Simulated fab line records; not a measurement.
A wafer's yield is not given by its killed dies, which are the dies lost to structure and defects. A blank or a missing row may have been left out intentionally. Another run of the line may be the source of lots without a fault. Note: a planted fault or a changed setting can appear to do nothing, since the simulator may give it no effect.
fab line records | flow n5-finfet
record lots=10 wafers=30 last-day=18
route steps=1938 shown BEOL_M10@1484 PASSIVATION@1936
lots that met no fault: from a run of the same line without faults
start-h: the number of hours between the record's first day and the start of the first shown wafer of the lot | wait-h: hours elapsed since this lot's preceding step | " repeats the value in the row above | L1.1+2: a row that stands for several wafers | - no value present, or no start provided | * or withheld: withheld | < > ~ a bound
route shown NAME@n: NAME is a module with steps in the file, n the number in the route of the first one | usual: average and standard deviation across the fault-free wafers | same: alike in all rows | chamber/n: place in a boat | sites: readings site by site | _std_site: their standard deviation | _edge_site: inner sites' mean taken away from outer sites' mean | radius-mm: how far each site lies from the wafer's centre | mask NAME#n: copy n | behind: the tool/chamber that last shaped the wafer | hold: the reason the lot was held/the length of the hold in hours/how it ended | device: names the non-switching transistor (n, p or np) | end of line: the tests these same wafers got at the end of their route | step lacking rows: just its recipe | killed: dies lost to structure and defects at the first sort, not the wafer's yield | map: a wafer's dies, marking killed ones x, the rest . and places with no die _
set.NAME: setting as actually run; set.NAME@STEP: the setting as run at that earlier step | model.NAME: the simulator's own value behind a step, which no gauge read
a sample of lots followed through the steps of the route, with each step as a table and each wafer as a row
services: from which hour (start-h, from the record's first day; less than 0 if before it) a tool's chamber was out of use, for how many hours, and why
## steps
# step N5_BEOL_M10_OVL_MEAS_12
# recipe points-per-wafer=44
# usual M10_OVL=0.5/0.77
# columns lot.wafer tool chamber start-h wait-h M10_OVL[nm]
L831.2 overlay-02 0 235.05 0.0 1.1
L831.5 " 0 " " 0.7
L831.6 " 0 " " 0.5
L833.1 overlay-01 0 253.57 0.0 1.3
L833.2 " 0 " " 0.9
L833.5 " 0 " " 1.2
L834.1 overlay-01 0 253.75 0.0 1.0
L834.2 " 0 " " 1.5
L834.5 " 0 " " 0.1
L835.1 overlay-01 0 257.33 0.0 0.7
L835.4 " 0 " " 0.9
L835.6 " 0 " " -0.3
L836.2 overlay-02 0 281.34 0.0 1.1
L836.3 " 0 " " -0.1
L836.4 " 0 " " -0.9
L844.1 overlay-01 0 316.82 0.0 -0.3
L844.4 " 0 " " 0.9
L844.5 " 0 " " 0.7
L846.1 overlay-01 0 325.80 0.0 1.2
L846.3 " 0 " " 1.8
L846.5 " 0 " " 1.0
L851.2 overlay-01 0 353.47 0.1 -0.6
L851.4 " 0 " " -0.9
L851.6 " 0 " " -1.3
L854.4 overlay-01 0 368.52 0.0 1.2
L854.5 " 0 " " -0.1
L854.6 " 0 " " -0.4
L853.2 overlay-01 0 369.19 0.0 0.3
L853.4 " 0 " " 0.7
L853.6 " 0 " " 0.0
# step N5_BEOL_M10_PEB_26
# recipe peb-temp-c=withheld peb-time-s=60 resist=CAR-ArF
# usual resist-line-temp-C=22.99/0.096
# columns lot.wafer tool chamber start-h wait-h resist-line-temp-C
L831.2 litho-track-01 0 238.80 0.1 23.04
L831.5 " 0 " " 23.06
L831.6 " 0 " " 23.06
L833.1 litho-track-01 0 255.85 0.1 22.84
L833.2 " 0 " " 22.95
L833.5 " 0 " " 23.05
L834.1 litho-track-05 0 256.28 0.1 23.02
L834.2 " 0 " " 23.02
L834.5 " 0 " " 22.81
L835.1 litho-track-05 0 259.21 0.1 23.09
L835.4 " 0 " " 23.00
L835.6 " 0 " " 23.02
L836.2 litho-track-02 0 282.71 0.1 22.98
L836.3 " 0 " " 22.86
L836.4 " 0 " " 23.12
L844.1 litho-track-01 0 318.62 0.1 22.99
L844.4 " 0 " " 23.08
L844.5 " 0 " " 23.01
L846.1 litho-track-01 0 330.46 0.1 22.78
L846.3 " 0 " " 22.82
L846.5 " 0 " " 23.00
L851.2 litho-track-02 0 354.79 0.1 22.97
L851.4 " 0 " " 23.05
L851.6 " 0 " " 23.02
L854.4 litho-track-05 0 369.86 0.0 22.96
L854.5 " 0 " " 22.90
L854.6 " 0 " " 22.93
L853.2 litho-track-05 0 370.12 0.1 22.90
L853.4 " 0 " " 23.03
L853.6 " 0 " " 22.92
# step N5_BEOL_M10_CD_MEAS_28
# recipe target-cd-nm=70 landing-energy-ev=500 detector=se-inlens polarity=opening
# usual cd-nm=70.2/0.85
# same landing-energy-ev=500
# columns lot.wafer tool chamber start-h wait-h cd-nm
L831.2 cd-sem-02 0 238.87 - 69.1
L831.5 " 0 " " 68.8
L831.6 " 0 " " 67.9
L833.1 cd-sem-01 0 255.92 - 69.7
L833.2 " 0 " " 68.0
L833.5 " 0 " " 68.2
L834.1 cd-sem-03 0 256.35 - 70.8
L834.2 " 0 " " 71.1
L834.5 " 0 " " 71.0
L835.1 cd-sem-02 0 259.28 - 70.5
L835.4 " 0 " " 70.2
L835.6 " 0 " " 70.8
L836.2 cd-sem-03 0 282.78 - 70.4
L836.3 " 0 " " 70.0
L836.4 " 0 " " 71.0
L844.1 cd-sem-03 0 318.69 - 72.9
L844.4 " 0 " " 73.5
L844.5 " 0 " " 69.5
L846.1 cd-sem-03 0 330.53 - 72.9
L846.3 " 0 " " 68.7
L846.5 " 0 " " 69.8
L851.2 cd-sem-02 0 354.86 - 69.0
L851.4 " 0 " " 70.2
L851.6 " 0 " " 69.7
L854.4 cd-sem-02 0 369.93 - 72.0
L854.5 " 0 " " 70.9
L854.6 " 0 " " 70.6
L853.2 cd-sem-02 0 370.18 - 71.9
L853.4 " 0 " " 69.7
L853.6 " 0 " " 70.5
# step N5_BEOL_M10_OVL_MEAS_29
# recipe points-per-wafer=44
# usual V9_OVL=0.3/0.67
# columns lot.wafer tool chamber start-h wait-h V9_OVL[nm]
L831.2 overlay-01 0 238.89 0.0 -0.2
L831.5 " 0 " " 1.1
L831.6 " 0 " " 0.3
L833.1 overlay-01 0 255.95 0.0 0.1
L833.2 " 0 " " 0.1
L833.5 " 0 " " -1.4
L834.1 overlay-02 0 256.38 0.0 0.8
L834.2 " 0 " " -0.1
L834.5 " 0 " " 0.5
L835.1 overlay-01 0 259.31 0.0 0.5
L835.4 " 0 " " 0.0
L835.6 " 0 " " -0.8
L836.2 overlay-01 0 282.81 0.0 1.9
L836.3 " 0 " " 0.4
L836.4 " 0 " " 1.8
L844.1 overlay-01 0 318.72 0.0 1.0
L844.4 " 0 " " 0.6
L844.5 " 0 " " 0.6
L846.1 overlay-01 0 330.56 0.0 0.3
L846.3 " 0 " " 0.5
L846.5 " 0 " " 0.3
L851.2 overlay-02 0 354.88 0.0 0.0
L851.4 " 0 " " 0.3
L851.6 " 0 " " 0.0
L854.4 overlay-02 0 369.96 0.0 0.3
L854.5 " 0 " " -0.7
L854.6 " 0 " " 0.8
L853.2 overlay-01 0 370.21 0.0 -1.1
L853.4 " 0 " " -0.3
L853.6 " 0 " " 0.1
# step N5_BEOL_M10_ETCH_65
# recipe chemistry=CF4 target=SiARC target-depth-a=390 mask-material=CAR-ArF time-s=65 ion-energy-ev=80 pressure-mtorr=40 source-w=545 bias-w=36 Ar_flow_sccm=100 cf4-flow-sccm=100 ends=cleared
# usual cf4-flow-sccm=99.99/0.28 drypump-motor-current-A=5.9/0.57 etch-rf-on-time-s=65.0/1.6 oes-product-au=0.68/0.086 rf-vpp-V=184.4/1.2 showerhead-plenum-p-Torr=2.17/0.074 throttle-valve-pct=15.56/0.23
# columns lot.wafer tool chamber start-h wait-h cf4-flow-sccm drypump-motor-current-A etch-rf-on-time-s oes-product-au rf-hours-counter-h rf-vpp-V showerhead-plenum-p-Torr throttle-valve-pct
L831.2 rie-diel-01 3 239.00 0.0 100.38 5.1 63.7 0.71 72 184.3 2.10 15.41
L831.5 " 3 " " 99.82 5.1 63.7 0.70 - 183.1 2.10 15.41
L831.6 " 0 " " 99.88 6.8 66.9 0.61 - 184.7 2.14 15.79
L833.1 rie-diel-05 3 256.36 0.0 100.08 6.2 63.6 0.85 3 185.3 2.28 15.21
L833.2 " 0 " " 99.93 5.6 65.0 0.81 13 185.1 2.20 15.55
L833.5 " 0 " " 100.38 5.6 64.8 0.82 - 185.2 2.20 15.54
L834.1 rie-diel-01 3 256.61 0.0 100.55 5.1 63.4 0.70 79 183.2 2.10 15.43
L834.2 " 0 " " 99.82 6.8 67.8 0.60 196 183.0 2.14 15.80
L834.5 " 3 " " 100.14 5.1 64.1 0.70 - 183.7 2.10 15.41
L835.1 rie-diel-01 3 259.40 0.0 100.14 5.1 64.2 0.70 81 183.4 2.10 15.43
L835.4 " 0 " " 100.01 6.8 67.9 0.61 - 182.9 2.14 15.81
L835.6 " 3 " " 100.10 5.1 64.4 0.70 - 182.7 2.10 15.42
L836.2 rie-diel-01 0 282.90 0.0 99.50 6.8 67.8 0.60 204 183.1 2.13 15.82
L836.3 " 2 " " 99.85 4.9 66.9 0.58 225 182.8 2.03 15.64
L836.4 " 1 " " 99.87 6.1 63.4 0.67 129 186.3 2.23 15.61
L844.1 rie-diel-01 3 318.86 0.0 99.94 5.1 63.9 0.68 100 182.6 2.09 15.46
L844.4 " 2 " " 99.66 4.9 66.3 0.58 238 181.9 2.03 15.71
L844.5 " 1 " " 99.49 6.1 62.8 0.67 - 185.8 2.23 15.63
L846.1 rie-diel-05 2 330.68 0.0 100.26 5.6 67.5 0.58 243 185.2 2.20 15.94
L846.3 " 3 " " 99.87 6.2 63.7 0.77 32 185.8 2.27 15.24
L846.5 " 2 " " 100.52 5.5 67.5 0.57 - 184.2 2.20 15.94
L851.2 rie-diel-01 2 355.46 0.0 99.92 4.9 67.0 0.57 255 180.7 2.02 15.72
L851.4 " 2 " " 100.09 4.9 67.1 0.56 - 180.6 2.02 15.74
L851.6 " 0 " " 100.18 6.8 68.2 0.58 - 185.1 2.12 15.87
L854.4 rie-diel-05 3 370.90 0.0 99.52 6.2 64.4 0.75 47 184.9 2.27 15.29
L854.5 " 0 " " 100.54 5.6 64.8 0.75 - 184.7 2.18 15.63
L854.6 " 3 " " 99.86 6.2 64.4 0.75 - 185.6 2.27 15.29
L853.2 rie-diel-01 0 371.13 0.0 99.81 6.8 66.8 0.58 243 181.8 2.12 15.89
L853.4 " 3 " " 99.85 5.1 63.3 0.67 - 183.8 2.08 15.51
L853.6 " 0 " " 99.81 6.8 67.3 0.57 - 182.7 2.12 15.89
# step N5_PASSIVATION_PROBE_49
# usual defect-limited-yield=91.2/1.5 killed_at_M0_to_M3=33/9.6 killed_at_M4_up=14/5.6 killed-at-contacts=14/5.5 killed-at-front-end=40/13 killed-at-other=4/3 killed-dies=104/17 killed-open=68/13 killed-short=33/7.2 sort_bin_5_function=5.2/0.95 sort_bin_6_memory=3.3/0.62 sort-n-pass=1076/17 sort-yield-pct=91.2/1.5
# same gross-dies=1180 killed-at-back-side=0 sort_bin_4_leakage[%]=0 sort_bin_8_speed[%]=0
# columns lot.wafer tool chamber start-h wait-h defect-limited-yield[%] killed_at_M0_to_M3 killed_at_M4_up killed-at-contacts killed-at-front-end killed-at-other killed-dies killed-open killed-short sort_bin_5_function[%] sort_bin_6_memory[%] sort-n-pass sort-yield-pct[%]
L844.4 prober-01 - 372.72 0.2 91.0 19 11 13 54 9 106 62 38 5.3 3.3 1074 91.0
L844.5 prober-01 - 372.77 0.2 90.7 24 9 13 50 14 110 69 31 5.3 3.5 1070 90.7
# killed by level:class
L844.4 STI_FIN_REVEAL:geometric-particle:open=11 FIN_SAQP:geometric-particle:open=10 MOL_CONTACT_COAG:geometric-particle:open=9 FIN_SAQP:geometric-particle:short=6 ILD0:geometric-particle:short=6 GATE_CUT:geometric-particle:open=6 BEOL_M2:geometric-particle:open=6 BEOL_M0_SAQP:geometric-particle:open=4
L844.5 STI_FIN_REVEAL:geometric-particle:open=18 MOL_CONTACT_COAG:geometric-particle:open=13 FIN_SAQP:geometric-particle:short=8 FIN_SAQP:geometric-particle:open=6 BEOL_M3:geometric-particle:open=6 STARTING-WAFER:geometric-particle:short=5 BEOL_M2:geometric-particle:open=4 PASS1_CAP:geometric-particle:short=4
## services
# columns tool chamber start-h hours kind
rie-diel-05 3 226.02 - clean
rie-diel-05 3 226.02 - consumable-replace:focus-ring
rie-diel-05 3 226.02 - consumable-replace:showerhead
rie-diel-05 3 226.02 24.8 scheduled-down
rie-diel-05 3 226.02 24.8 vent-cycle
rie-diel-05 2 248.35 14.3 repair
rie-diel-01 2 252.54 8.2 repair
rie-diel-05 1 297.02 - clean
rie-diel-05 1 297.02 - consumable-replace:focus-ring
rie-diel-05 1 297.02 22.1 scheduled-down
rie-diel-05 1 297.02 22.1 vent-cycle
litho-track-02 - 337.18 - consumable-replace:filter
rie-diel-05 2 350.55 - clean
rie-diel-05 2 350.55 - consumable-replace:focus-ring
rie-diel-05 2 350.55 14.7 scheduled-down
rie-diel-05 2 350.55 14.7 vent-cycle
rie-diel-01 2 357.00 - clean
rie-diel-01 2 357.00 - consumable-replace:focus-ring
rie-diel-01 2 357.00 - consumable-replace:showerhead
rie-diel-01 2 357.00 21.3 scheduled-down
rie-diel-01 2 357.00 21.3 vent-cycle
## key
first-sign step=N5_BEOL_M10_CD_MEAS_28 reading=cd-nm direction=up sigmas=3.4 usual=70.2 struck=73.1
effect none on later readings
met-at N5_BEOL_M10_PEB_26
struck-lots L844,L846
struck-wafers L844.1,L844.4,L846.1
not-acting-at N5_BEOL_M10_OVL_MEAS_12,N5_BEOL_M10_OVL_MEAS_29,N5_BEOL_M10_ETCH_65
onset-between 255.85 318.62
fault kind=process-parameter-drift tool=litho-track-01 chamber=- onset-h=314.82 steps=N5_BEOL_M10_PEB_26 channel=peb-time-s offset=* shape=step end-h=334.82 scope=struck-wafers-only acts-in=* stated=*
